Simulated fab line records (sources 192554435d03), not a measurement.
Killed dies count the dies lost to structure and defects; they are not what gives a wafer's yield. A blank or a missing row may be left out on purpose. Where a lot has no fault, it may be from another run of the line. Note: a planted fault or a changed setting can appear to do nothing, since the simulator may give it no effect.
fab line records    flow n5_finfet
[record] lots = 7  wafers = 21
route steps=1938 shown BEOL_M8@1359 BEOL_M9@1418 BEOL_M10@1475 BEOL_M11@1578 BEOL_M12@1623 BEOL_M13@1673 BEOL_M14@1743
start_h: the number of hours between the record's first day and the start of the first shown wafer of the lot    wait_h: how many hours have passed since the lot's step before this one    " same as the row above    L1.1+2: several wafers, shown together as one row    - no value, or no start given    * or withheld: withheld    < > ~ a bound
route shown NAME@n: a module of which the file shows steps, and the number in the route of the first    usual: average and standard deviation across the fault-free wafers    same: alike in all rows    chamber/n: place in a boat    sites: per-site readings    _std_site: how widely they spread, as a standard deviation    _edge_site: inner sites' mean taken away from outer sites' mean    radius_mm: for every site, how far away it sits from the centre of the wafer    mask NAME#n: copy n    behind: the most recent tool/chamber to have shaped the wafer    hold: why the lot was held/for how many hours/how that ended    device: whichever transistor did not switch (one of n, p or np)    end of line: tests of these same wafers at the route's end    a step given without rows: its recipe and nothing more    killed: dies lost to structure and defects at the first sort, not the wafer's yield    map: the dies of a wafer, with x for killed, . for not killed, _ for no die there
set.NAME: setting as actually run; set.NAME@STEP: the setting as run at that earlier step    model.NAME: the simulator's own value behind a step, which no gauge read
one table per step and one row per wafer, for lots whose settings were changed on purpose
[[steps]]
[step N5_BEOL_M8_COAT_22]
[recipe] resist = CAR-EUV  spin_rpm = 1500  resist_thk_nm = 30
lot.wafer   tool            chamber  start_h  wait_h  set.spin_rpm  model.CAR-EUV_of_BEOL_M8_COAT_22.thk_nm
L076.4+5    litho_track-02  0        -        -       1500          30
L076.6      "               0        "        "       1644          28.6
L079.2      litho_track-05  0        -        -       1667          28.6
L079.3      "               0        "        "       1667          28.4
L079.4      "               0        "        "       1500          30
L080.1+3+6  litho_track-02  0        -        -       1500          30
L084.1+4    litho_track-05  0        -        -       1622          28.8
L084.2      "               0        "        "       1500          30
L087.2+4    litho_track-05  0        -        -       1500          29.8
L087.3      "               0        "        "       1500          30
L088.3+5    litho_track-01  0        -        -       1591          29.2
L088.4      "               0        "        "       1500          30
L092.1+2    litho_track-02  0        -        -       1500          30
L092.3      "               0        "        "       1641          28.6
[step N5_BEOL_M8_EBR_24]
[recipe] solvent = PGMEA  ebr_width_mm = 1.5
[step N5_BEOL_M8_SOFTBAKE_23]
[recipe] temp_c = 110  time_s = 60  resist = CAR-EUV
[step N5_BEOL_M8_EXPOSE_25]
[recipe] mask_id = V7  na = 0.33  source_shape = annular  sigma_inner = 0.4  sigma_outer = 0.8  polarization = unpolarized  target_cd_nm = 40  dose_mj = 42.5
[step N5_BEOL_M8_PEB_26]
[recipe] peb_temp_c = 100  peb_time_s = 60  resist = CAR-EUV
[step N5_BEOL_M8_DEVELOP_27]
[recipe] develop_time_s = 30  developer = TMAH  resist = CAR-EUV  rinse_liquid = surfactant_rinse  dry = air_spin  dev_temp_c = 23
lot.wafer   tool            chamber  start_h  wait_h  set.spin_rpm@BEOL_M8_COAT_22  model.CAR-EUV_of_BEOL_M8_COAT_22.thk_nm
L076.4+5    litho_track-02  0        -        -       1500                          29.6
L076.6      "               0        "        "       1644                          28.2
L079.2+3    litho_track-02  0        -        -       1667                          28
L079.4      "               0        "        "       1500                          29.6
L080.1+3+6  litho_track-05  0        -        -       1500                          29.6
L084.1+4    litho_track-05  0        -        -       1622                          28.4
L084.2      "               0        "        "       1500                          29.6
L087.2+3+4  litho_track-01  0        -        -       1500                          29.4
L088.3      litho_track-05  0        -        -       1591                          28.8
L088.4      "               0        "        "       1500                          29.6
L088.5      "               0        "        "       1591                          28.6
L092.1+2    litho_track-01  0        -        -       1500                          29.6
L092.3      "               0        "        "       1641                          28.2
[step N5_BEOL_M8_DESCUM_33]
[recipe] chemistry = O2  time_s = 7  source_power_w = 50  bias_power_w = 20  pressure_mtorr = 20  rf_frequency_hz = 2.712e+07  temp_c = 40  resist = CAR-EUV  o2_flow_sccm = 225
[step N5_BEOL_M8_ETCH_72]
[recipe] chemistry = N2/H2  target = underlayer  target_depth_a = 65  mask_material = CAR-EUV  time_s = 5.2  ion_energy_ev = 200  pressure_mtorr = 30  source_w = 840  bias_w = 150  n2_flow_sccm = 200  h2_flow_sccm = 200  ends = cleared
lot.wafer  tool         chamber  start_h  wait_h  set.spin_rpm@BEOL_M8_COAT_22  model.CAR-EUV_of_BEOL_M8_COAT_22.thk_nm
L076.4+5   rie_diel-03  2        240.23   0.0     1500                          20.4
L076.6     "            1        "        "       1644                          19.2
L079.2+3   rie_diel-05  0,3      265.23   0.0     1667                          18.8
L079.4     "            1        "        "       1500                          20.4
L080.1+6   rie_diel-05  1,0      272.88   0.0     1500                          20.4
L080.3     "            3        "        "       1500                          20.2
L084.1+4   rie_diel-05  3,0      284.45   0.0     1622                          19.2
L084.2     "            2        "        "       1500                          20.2
L087.2     rie_diel-05  1        318.04   0.0     1500                          20
L087.3+4   "            2,0      "        "       1500                          20.2
L088.3+5   rie_diel-05  0        318.52   0.0     1591                          19.4
L088.4     "            2        "        "       1500                          20.2
L092.1     rie_diel-04  2        345.33   0.0     1500                          20.4
L092.2     "            1        "        "       1500                          20.2
L092.3     "            0        "        "       1641                          19
[step N5_BEOL_M9_ETCH_61]
[recipe] chemistry = CF4  target = SiARC  target_depth_a = 390  mask_material = CAR-ArF  time_s = 65  ion_energy_ev = 80  pressure_mtorr = 40  source_w = 545  bias_w = 36  Ar_flow_sccm = 100  cf4_flow_sccm = 100  ends = cleared
[usual] etch_rf_on_time_s = 66.0/1.1  rf_vpp_V = 183.8/1.6
lot.wafer  tool         chamber  start_h  wait_h  set.source_w  etch_rf_on_time_s  rf_vpp_V
L076.4     rie_diel-01  2        246.36   0.0     545           65.0               184.3
L076.5     "            0        "        "       467           75.4               193.8
L076.6     "            3        "        "       545           66.8               183.0
L079.2     rie_diel-02  1        271.18   0.0     545           68.4               184.2
L079.3     "            3        "        "       484.7         73.5               191.4
L079.4     "            0        "        "       484.7         73.7               192.7
L080.1     rie_diel-02  3        278.99   0.0     545           65.8               181.6
L080.3     "            1        "        "       545           67.6               183.6
L080.6     "            0        "        "       545           65.6               185.8
L084.1     rie_diel-02  0        291.75   0.0     616.9         58.4               177.0
L084.2     "            3        "        "       616.9         59.1               174.5
L084.4     "            2        "        "       545           65.5               180.3
L088.3     rie_diel-02  3        326.44   0.0     638.3         58.0               171.4
L088.4     "            0        "        "       638.3         57.1               176.1
L088.5     "            3        "        "       545           67.0               183.3
L087.2     rie_diel-02  3        326.69   0.0     545           66.4               182.4
L087.3     "            2        "        "       545           65.8               181.4
L087.4     "            3        "        "       545           66.8               181.6
L092.1     rie_diel-06  3        351.78   0.0     545           65.0               186.2
L092.2     "            2        "        "       603.6         62.3               178.8
L092.3     "            1        "        "       545           66.2               181.9
[step N5_BEOL_M9_COAT_64]
[recipe] resist = SiARC  temp_c = 220  time_s = 60  spin_rpm = 1500  resist_thk_nm = 12
lot.wafer   tool            chamber  start_h  wait_h  set.spin_rpm  model.SiARC_of_BEOL_M9_COAT_64.thk_nm
L076.4+5    litho_track-04  0        -        -       1333          12.8
L076.6      "               0        "        "       1500          12
L079.2      litho_track-05  0        -        -       1428          12.4
L079.3      "               0        "        "       1500          12
L079.4      "               0        "        "       1428          12.2
L080.1+3+6  litho_track-03  0        -        -       1500          12
L084.1+2    litho_track-05  0        -        -       1500          12
L084.4      "               0        "        "       1395          12.4
L088.3+4+5  litho_track-05  0        -        -       1500          12
L087.2+3+4  litho_track-04  0        -        -       1500          12
L092.1      litho_track-05  0        -        -       1500          12
L092.2+3    "               0        "        "       1362          12.6
[step N5_BEOL_M9_COAT_75]
[recipe] resist = underlayer  temp_c = 205  time_s = 60  spin_rpm = 1500  resist_thk_nm = 5
[step N5_BEOL_M9_COAT_22]
[recipe] resist = CAR-EUV  spin_rpm = 1500  resist_thk_nm = 30
[step N5_BEOL_M9_DESCUM_33]
[recipe] chemistry = O2  time_s = 7  source_power_w = 50  bias_power_w = 20  pressure_mtorr = 20  rf_frequency_hz = 2.712e+07  temp_c = 40  resist = CAR-EUV  o2_flow_sccm = 225
[step N5_BEOL_M9_ETCH_76]
[recipe] chemistry = N2/H2  target = underlayer  target_depth_a = 65  mask_material = CAR-EUV  time_s = 5.2  ion_energy_ev = 200  pressure_mtorr = 30  source_w = 840  bias_w = 150  n2_flow_sccm = 200  h2_flow_sccm = 200  ends = cleared
[step N5_BEOL_M9_ETCH_65]
[recipe] chemistry = CF4  target = SiARC  target_depth_a = 156  mask_material = CAR-EUV  time_s = 26  ion_energy_ev = 80  pressure_mtorr = 40  source_w = 545  bias_w = 36  Ar_flow_sccm = 100  cf4_flow_sccm = 100  ends = cleared
lot.wafer  tool         chamber  start_h  wait_h  set.spin_rpm@BEOL_M9_COAT_64  model.etch.depth_nm  model.CAR-EUV_of_BEOL_M9_COAT_22.thk_nm
L076.4     rie_diel-01  2        249.50   0.0     1333                          12.77                10.6
L076.5     "            1        "        "       1333                          12.75                10.6
L076.6     "            0        "        "       1500                          11.97                11.2
L079.2     rie_diel-06  2        272.41   0.0     1428                          12.35                11
L079.3     "            1        "        "       1500                          12.02                11.4
L079.4     "            3        "        "       1428                          12.3                 11
L080.1+3   rie_diel-06  2,1      280.83   0.0     1500                          12.01                11.2
L080.6     "            2        "        "       1500                          12                   11.2
L084.1     rie_diel-02  0        292.78   0.0     1500                          11.97                11
L084.2     "            3        "        "       1500                          11.96                11.2
L084.4     "            2        "        "       1395                          12.4                 10.8
L088.3     rie_diel-06  1        327.75   0.0     1500                          11.96                11.2
L088.4     "            3        "        "       1500                          11.98                11.2
L088.5     "            3        "        "       1500                          11.97                11.2
L087.2     rie_diel-02  3        329.84   0.0     1500                          11.96                11.2
L087.3     "            0        "        "       1500                          11.95                11.2
L087.4     "            0        "        "       1500                          11.97                11.2
L092.1     rie_diel-06  1        354.74   0.0     1500                          11.96                11.2
L092.2     "            3        "        "       1362                          12.54                10.6
L092.3     "            0        "        "       1362                          12.59                10.6
[step N5_BEOL_M9_ETCH_66]
[recipe] chemistry = N2/H2  target = SOC  target_depth_a = 800  overetch_a = 160  mask_material = SiARC  temp_c = 40  time_s = 120  ion_energy_ev = 200  pressure_mtorr = 30  source_w = 840  bias_w = 150  n2_flow_sccm = 200  h2_flow_sccm = 200
lot.wafer   tool         chamber  start_h  wait_h  set.spin_rpm@BEOL_M9_COAT_64  model.SiARC_of_BEOL_M9_COAT_64.thk_nm
L076.4+5    rie_diel-01  2,1      249.53   0.0     1333                          7.2
L076.6      "            0        "        "       1500                          6.4
L079.2      rie_diel-06  2        272.44   0.0     1428                          7
L079.3      "            1        "        "       1500                          6.4
L079.4      "            3        "        "       1428                          6.8
L080.1+6    rie_diel-06  2        280.86   0.0     1500                          6.8
L080.3      "            1        "        "       1500                          6.4
L084.1+2    rie_diel-02  0,3      292.81   0.0     1500                          6.6
L084.4      "            2        "        "       1395                          6.8
L088.3      rie_diel-06  1        327.78   0.0     1500                          6.2
L088.4+5    "            3        "        "       1500                          6.4
L087.2+3+4  rie_diel-02  3,0,0    329.87   0.0     1500                          6.4
L092.1      rie_diel-06  1        354.77   0.0     1500                          6.2
L092.2+3    "            3,0      "        "       1362                          7
[step N5_BEOL_M10_COAT_59]
[recipe] resist = SOC  temp_c = 250  time_s = 60  spin_rpm = 1500  resist_thk_nm = 100
lot.wafer   tool            chamber  start_h  wait_h  set.spin_rpm  model.SOC_of_BEOL_M10_COAT_59.thk_nm
L076.4      litho_track-02  0        254.16   0.1     1381          104.4
L076.5      "               0        "        "       1381          104
L076.6      "               0        "        "       1500          100
L079.2      litho_track-04  0        277.42   0.1     1500          100.4
L079.3      "               0        "        "       1500          100
L079.4      "               0        "        "       1500          100.2
L080.1+3    litho_track-01  0        286.05   0.1     1500          99.8
L080.6      "               0        "        "       1622          96.2
L084.1      litho_track-02  0        302.17   0.1     1500          100
L084.2      "               0        "        "       1555          98
L084.4      "               0        "        "       1555          98.2
L088.3      litho_track-01  0        334.66   0.1     1334          105.8
L088.4      "               0        "        "       1500          100.2
L088.5      "               0        "        "       1334          106.4
L087.2+3+4  litho_track-02  0        334.97   0.1     1500          100.2
L092.1      litho_track-02  0        359.98   0.1     1500          100.4
L092.2      "               0        "        "       1604          96.8
L092.3      "               0        "        "       1604          97
[step N5_BEOL_M10_COAT_60]
[recipe] resist = SiARC  temp_c = 220  time_s = 60  spin_rpm = 1500  resist_thk_nm = 30
lot.wafer   tool            chamber  start_h  wait_h  set.spin_rpm  model.SiARC_of_BEOL_M10_COAT_60.thk_nm
L076.4      litho_track-02  0        -        -       1500          30
L076.5+6    "               0        "        "       1548          29.4
L079.2      litho_track-04  0        -        -       1456          30.6
L079.3      "               0        "        "       1500          30.2
L079.4      "               0        "        "       1500          30
L080.1+3    litho_track-01  0        -        -       1342          31.6
L080.6      "               0        "        "       1500          30
L084.1      litho_track-02  0        -        -       1408          31
L084.2+4    "               0        "        "       1500          30
L088.3+5    litho_track-01  0        -        -       1500          30
L088.4      "               0        "        "       1393          31.2
L087.2+3+4  litho_track-02  0        -        -       1500          30
L092.1      litho_track-02  0        -        -       1500          30
L092.2      "               0        "        "       1368          31.4
L092.3      "               0        "        "       1368          31.6
[step N5_BEOL_M10_COAT_05]
[recipe] resist = CAR-ArF  spin_rpm = 1500  resist_thk_nm = 90
[step N5_BEOL_M10_EBR_07]
[recipe] solvent = PGMEA  ebr_width_mm = 1.5
[step N5_BEOL_M10_DESCUM_16]
[recipe] chemistry = O2  time_s = 7.9  source_power_w = 50  bias_power_w = 20  pressure_mtorr = 20  rf_frequency_hz = 2.712e+07  temp_c = 40  resist = CAR-ArF  o2_flow_sccm = 225
[step N5_BEOL_M10_ETCH_61]
[recipe] chemistry = CF4  target = SiARC  target_depth_a = 390  mask_material = CAR-ArF  time_s = 65  ion_energy_ev = 80  pressure_mtorr = 40  source_w = 545  bias_w = 36  Ar_flow_sccm = 100  cf4_flow_sccm = 100  ends = cleared
[usual] etch_rf_on_time_s = 63.9/1.3
lot.wafer  tool         chamber  start_h  wait_h  set.spin_rpm@BEOL_M10_COAT_60  etch_rf_on_time_s  model.etch.depth_nm  model.CAR-ArF_of_BEOL_M10_COAT_05.thk_nm
L076.4     rie_diel-05  1        254.65   0.0     1500                           64.8               29.97                55.6
L076.5     "            0        "        "       1548                           63.4               29.47                56.2
L076.6     "            3        "        "       1548                           62.5               29.48                56
L079.2     rie_diel-05  1        277.89   0.0     1456                           66.0               30.5                 55.4
L079.3     "            0        "        "       1500                           64.2               30.22                55.4
L079.4     "            2        "        "       1500                           62.2               30.1                 56
L080.1     rie_diel-04  1        286.54   0.0     1342                           66.9               31.64                53.8
L080.3     "            0        "        "       1342                           68.4               31.66                53.6
L080.6     "            1        "        "       1500                           63.3               29.9                 55.4
L084.1     rie_diel-05  1        302.53   0.0     1408                           67.5               30.91                55
L084.2     "            0        "        "       1500                           64.6               30                   55.4
L084.4     "            2        "        "       1500                           62.5               30.02                55.4
L088.3     rie_diel-05  2        335.15   0.0     1500                           62.0               30                   55.6
L088.4     "            1        "        "       1393                           67.8               31.16                54.4
L088.5     "            2        "        "       1500                           62.8               30                   55.4
L087.2     rie_diel-03  0        335.41   0.0     1500                           64.0               29.96                55.4
L087.3     "            2        "        "       1500                           62.6               30.07                55
L087.4     "            2        "        "       1500                           63.0               30                   55
L092.1     rie_diel-04  2        360.49   0.0     1500                           62.0               30.09                55.6
L092.2     "            1        "        "       1368                           67.0               31.45                54.2
L092.3     "            3        "        "       1368                           69.7               31.52                54.4
[step N5_BEOL_M10_ETCH_62]
[recipe] chemistry = N2/H2  target = SOC  target_depth_a = 1100  overetch_a = 220  mask_material = SiARC  temp_c = 40  time_s = 165  ion_energy_ev = 200  pressure_mtorr = 30  source_w = 840  bias_w = 150  n2_flow_sccm = 200  h2_flow_sccm = 200
lot.wafer  tool         chamber  start_h  wait_h  set.spin_rpm@BEOL_M10_COAT_59  set.spin_rpm@BEOL_M10_COAT_60  model.SiARC_of_BEOL_M10_COAT_60.thk_nm  model.etch.depth_nm
L076.4     rie_diel-05  1        254.70   0.0     1381                           1500                           23.6                                    104.4
L076.5     "            0        "        "       1381                           1548                           23                                      104.1
L076.6     "            3        "        "       1500                           1548                           23                                      100
L079.2     rie_diel-05  1        277.94   0.0     1500                           1456                           24.2                                    100.3
L079.3     "            0        "        "       1500                           1500                           23.8                                    100
L079.4     "            2        "        "       1500                           1500                           23.4                                    100.2
L080.1     rie_diel-04  1        286.59   0.0     1500                           1342                           25                                      99.9
L080.3     "            0        "        "       1500                           1342                           25.4                                    99.82
L080.6     "            1        "        "       1622                           1500                           23.2                                    96.24
L084.1     rie_diel-05  1        302.58   0.0     1500                           1408                           24.6                                    99.93
L084.2     "            0        "        "       1555                           1500                           23.4                                    98.04
L084.4     "            2        "        "       1555                           1500                           23.2                                    98.16
L088.3     rie_diel-05  2        335.20   0.0     1334                           1500                           23.2                                    105.8
L088.4     "            1        "        "       1500                           1393                           24.8                                    100.1
L088.5     "            2        "        "       1334                           1500                           23.2                                    106.4
L087.2     rie_diel-03  0        335.46   0.0     1500                           1500                           23.6                                    100.3
L087.3     "            2        "        "       1500                           1500                           23.2                                    100.3
L087.4     "            2        "        "       1500                           1500                           23.2                                    100.2
L092.1     rie_diel-04  2        360.54   0.0     1500                           1500                           23.4                                    100.3
L092.2     "            1        "        "       1604                           1368                           24.8                                    96.77
L092.3     "            3        "        "       1604                           1368                           25.4                                    97.02
[step N5_BEOL_M10_STRIP_68]
[recipe] chemistry = N2/H2  temp_c = 40  n2_flow_sccm = 200  h2_flow_sccm = 200  rf_frequency_hz = 6e+07
[step N5_BEOL_M10_STRIP_67]
[recipe] chemistry = CF4  resist = SiARC  power_w = 300  bias_power_w = 75  pressure_mtorr = 50  cf4_flow_sccm = 150  rf_frequency_hz = 6e+07
[step N5_BEOL_M10_HM_OPEN_17]
[recipe] chemistry = Cl2/BCl3  target_depth_a = 200  overetch_a = 60  target = TiN  mask_material = SOC  ion_energy_ev = 150  pressure_mtorr = 10  icp_w = 1000  bias_w = 126  Cl2_flow_sccm = 53.25  bcl3_flow_sccm = 21.75  Ar_flow_sccm = 25
lot.wafer  tool          chamber  start_h  wait_h  set.spin_rpm@BEOL_M10_COAT_59  model.SOC_of_BEOL_M10_COAT_59.thk_nm
L076.4     rie_metal-01  1        254.91   0.1     1381                           96.4
L076.5     "             0        "        "       1381                           96.2
L076.6     "             1        "        "       1500                           92.2
L079.2     rie_metal-01  0        278.13   0.0     1500                           92.4
L079.3     "             1        "        "       1500                           92
L079.4     "             0        "        "       1500                           92.2
L080.1+3   rie_metal-01  1        286.78   0.0     1500                           91.8
L080.6     "             0        "        "       1622                           88.4
L084.1     rie_metal-01  1        302.77   0.0     1500                           92
L084.2     "             0        "        "       1555                           90
L084.4     "             0        "        "       1555                           90.2
L088.3     rie_metal-01  0        335.42   0.1     1334                           98
L088.4     "             1        "        "       1500                           92.2
L088.5     "             1        "        "       1334                           98.4
L087.2+3   rie_metal-01  1        335.64   0.0     1500                           92.2
L087.4     "             0        "        "       1500                           92.4
L092.1     rie_metal-02  1        360.72   0.0     1500                           92.2
L092.2     "             0        "        "       1604                           88.8
L092.3     "             1        "        "       1604                           89
[step N5_BEOL_M11_TRENCH_ETCH_37]
[recipe] chemistry = C4F6/O2  target_depth_a = 1488.3  target = SiCOH_lowk  time_s = 48  ion_energy_ev = 250  pressure_mtorr = 30  source_w = 345  bias_w = 185  Ar_flow_sccm = 300  C4F6_flow_sccm = 10  O2_flow_sccm = 10
[usual] rf_vpp_V = 668/7.6
lot.wafer  tool         chamber  start_h  wait_h  set.bias_w  rf_vpp_V
L076.4     rie_diel-01  0        -        -       210         741
L076.5     "            0        "        "       185         670
L076.6     "            3        "        "       210         723
L079.2     rie_diel-01  1        -        -       197         706
L079.3     "            2        "        "       197         709
L079.4     "            0        "        "       185         672
L080.1     rie_diel-06  2        -        -       173.6       643
L080.3     "            3        "        "       185         669
L080.6     "            1        "        "       185         680
L084.1     rie_diel-02  3        -        -       217         749
L084.2     "            2        "        "       185         661
L084.4     "            2        "        "       217         749
L088.3     rie_diel-02  2        -        -       185         659
L088.4     "            0        "        "       185         660
L088.5     "            0        "        "       185         660
L087.2     rie_diel-06  2        -        -       185         675
L087.3     "            1        "        "       185         679
L087.4     "            0        "        "       185         666
L092.1     rie_diel-06  1        -        -       185         679
L092.2     "            2        "        "       185         676
L092.3     "            0        "        "       196.8       700
[step N5_BEOL_M12_COAT_65]
[recipe] resist = SOC  temp_c = 250  time_s = 60  spin_rpm = 1500  resist_thk_nm = 300
lot.wafer  tool            chamber  start_h  wait_h  set.spin_rpm  model.SOC_of_BEOL_M12_COAT_65.thk_nm
L076.4     litho_track-02  0        267.93   0.0     1594          291.6
L076.5     "               0        "        "       1594          291
L076.6     "               0        "        "       1594          290.4
L079.2     litho_track-04  0        293.53   0.0     1500          300.2
L079.3     "               0        "        "       1500          299.2
L079.4     "               0        "        "       1500          299.6
L080.1     litho_track-02  0        305.43   0.0     1422          308.4
L080.3     "               0        "        "       1500          300
L080.6     "               0        "        "       1422          307.4
L084.1     litho_track-03  0        314.65   0.0     1601          290.6
L084.2+4   "               0        "        "       1500          300.4
L088.3     litho_track-04  0        353.07   0.0     1500          300
L088.4     "               0        "        "       1543          297.2
L088.5     "               0        "        "       1543          295.8
L087.2+3   litho_track-04  0        355.50   0.0     1500          298.4
L087.4     "               0        "        "       1500          298.8
L092.1     litho_track-03  0        376.57   0.0     1500          300.8
L092.2     "               0        "        "       1500          300.4
L092.3     "               0        "        "       1500          299.8
[step N5_BEOL_M13_ETCH_59]
[recipe] chemistry = N2/H2  target = BARC  target_depth_a = 890  overetch_a = 267  time_s = 67.9  ion_energy_ev = 200  pressure_mtorr = 30  source_w = 840  bias_w = 150  n2_flow_sccm = 200  h2_flow_sccm = 200
lot.wafer  tool         chamber  start_h  wait_h  set.time_s  model.coat_of_BEOL_M13_COAT_04.thk_nm
L076.4     rie_diel-02  0        274.28   0.0     67.9        317.6
L076.5     "            3        "        "       67.9        318.4
L076.6     "            0        "        "       67.9        316.8
L079.2     rie_diel-06  2        303.48   0.0     78.31       313.4
L079.3     "            3        "        "       78.31       309
L079.4     "            1        "        "       67.9        320.6
L080.1     rie_diel-01  0        309.42   0.0     67.9        320.4
L080.3     "            3        "        "       67.9        318.2
L080.6     "            0        "        "       67.9        319
L084.1     rie_diel-01  3        321.34   0.0     67.9        316.4
L084.2     "            2        "        "       54.11       331.6
L084.4     "            3        "        "       67.9        315.2
L088.3     rie_diel-02  0        358.68   0.0     67.9        318
L088.4     "            3        "        "       67.9        319.6
L088.5     "            0        "        "       61.58       324.8
L087.2     rie_diel-06  3        362.36   0.0     67.9        315.8
L087.3     "            0        "        "       67.9        317
L087.4     "            2        "        "       67.9        319.4
L092.1     rie_diel-06  1        382.92   0.0     67.9        316
L092.2     "            3        "        "       67.9        315.6
L092.3     "            2        "        "       67.9        319.2
[step N5_BEOL_M14_PEB_26]
[recipe] peb_temp_c = 130  peb_time_s = 90
lot.wafer   tool            chamber  start_h  wait_h  set.peb_temp_c
L076.4      litho_track-05  0        280.96   0.0     127.6
L076.5+6    "               0        "        "       130
L079.2+3+4  litho_track-05  0        308.88   0.0     130
L080.1      litho_track-03  0        315.05   0.1     132
L080.3+6    "               0        "        "       130
L084.1+2+4  litho_track-05  0        326.80   0.1     130
L088.3+5    litho_track-03  0        368.86   0.0     133.3
L088.4      "               0        "        "       130
L087.2+3+4  litho_track-03  0        371.92   0.0     130
L092.1+2    litho_track-04  0        390.75   0.1     131.5
L092.3      "               0        "        "       130
[[key]]
[split] step = N5_BEOL_M8_COAT_22  setting = spin_rpm  stated = 1500  by = wafer
[response] step = N5_BEOL_M8_COAT_22  reading = model.CAR-EUV_of_BEOL_M8_COAT_22.thk_nm  change = -0.142  per = 1%  r = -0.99
[response] step = N5_BEOL_M8_DEVELOP_27  reading = model.CAR-EUV_of_BEOL_M8_COAT_22.thk_nm  change = -0.146  per = 1%  r = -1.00
[response] step = N5_BEOL_M8_ETCH_72  reading = model.CAR-EUV_of_BEOL_M8_COAT_22.thk_nm  change = -0.134  per = 1%  r = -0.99
[split] step = N5_BEOL_M9_ETCH_61  setting = source_w  stated = 545  by = wafer
[response] step = N5_BEOL_M9_ETCH_61  reading = etch_rf_on_time_s  change = *  per = 1%  r = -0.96
[response] step = N5_BEOL_M9_ETCH_61  reading = rf_vpp_V  change = -0.561  per = 1%  r = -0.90
[split] step = N5_BEOL_M9_COAT_64  setting = spin_rpm  stated = 1500  by = wafer
[response] step = N5_BEOL_M9_COAT_64  reading = model.SiARC_of_BEOL_M9_COAT_64.thk_nm  change = -0.0665  per = 1%  r = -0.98
[response] step = N5_BEOL_M9_ETCH_65  reading = model.etch.depth_nm  change = -0.0669  per = 1%  r = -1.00
[response] step = N5_BEOL_M9_ETCH_65  reading = model.CAR-EUV_of_BEOL_M9_COAT_22.thk_nm  change = +0.0578  per = 1%  r = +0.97
[response] step = N5_BEOL_M9_ETCH_66  reading = model.SiARC_of_BEOL_M9_COAT_64.thk_nm  change = -0.0715  per = 1%  r = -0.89
[split] step = N5_BEOL_M10_COAT_59  setting = spin_rpm  stated = 1500  by = wafer
[response] step = N5_BEOL_M10_COAT_59  reading = model.SOC_of_BEOL_M10_COAT_59.thk_nm  change = -0.508  per = 1%  r = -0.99
[response] step = N5_BEOL_M10_ETCH_62  reading = model.etch.depth_nm  change = -0.509  per = 1%  r = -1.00
[response] step = N5_BEOL_M10_HM_OPEN_17  reading = model.SOC_of_BEOL_M10_COAT_59.thk_nm  change = -0.5  per = 1%  r = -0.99
[split] step = N5_BEOL_M10_COAT_60  setting = spin_rpm  stated = 1500  by = wafer
[response] step = N5_BEOL_M10_COAT_60  reading = model.SiARC_of_BEOL_M10_COAT_60.thk_nm  change = -0.163  per = 1%  r = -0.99
[response] step = N5_BEOL_M10_ETCH_61  reading = etch_rf_on_time_s  change = *  per = 1%  r = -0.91
[response] step = N5_BEOL_M10_ETCH_61  reading = model.etch.depth_nm  change = -0.159  per = 1%  r = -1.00
[response] step = N5_BEOL_M10_ETCH_61  reading = model.CAR-ArF_of_BEOL_M10_COAT_05.thk_nm  change = +0.142  per = 1%  r = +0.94
[response] step = N5_BEOL_M10_ETCH_62  reading = model.SiARC_of_BEOL_M10_COAT_60.thk_nm  change = -0.2  per = 1%  r = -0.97
[split] step = N5_BEOL_M11_TRENCH_ETCH_37  setting = bias_w  stated = 185  by = wafer
[response] step = N5_BEOL_M11_TRENCH_ETCH_37  reading = rf_vpp_V  change = +4.86  per = 1%  r = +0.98
[split] step = N5_BEOL_M12_COAT_65  setting = spin_rpm  stated = 1500  by = wafer
[response] step = N5_BEOL_M12_COAT_65  reading = model.SOC_of_BEOL_M12_COAT_65.thk_nm  change = -1.45  per = 1%  r = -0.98
[split] step = N5_BEOL_M13_ETCH_59  setting = time_s  stated = 67.9  by = wafer
[response] step = N5_BEOL_M13_ETCH_59  reading = model.coat_of_BEOL_M13_COAT_04.thk_nm  change = -0.709  per = 1%  r = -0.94
[split] step = N5_BEOL_M14_PEB_26  setting = peb_temp_c  stated = 130  by = wafer
response none in this file
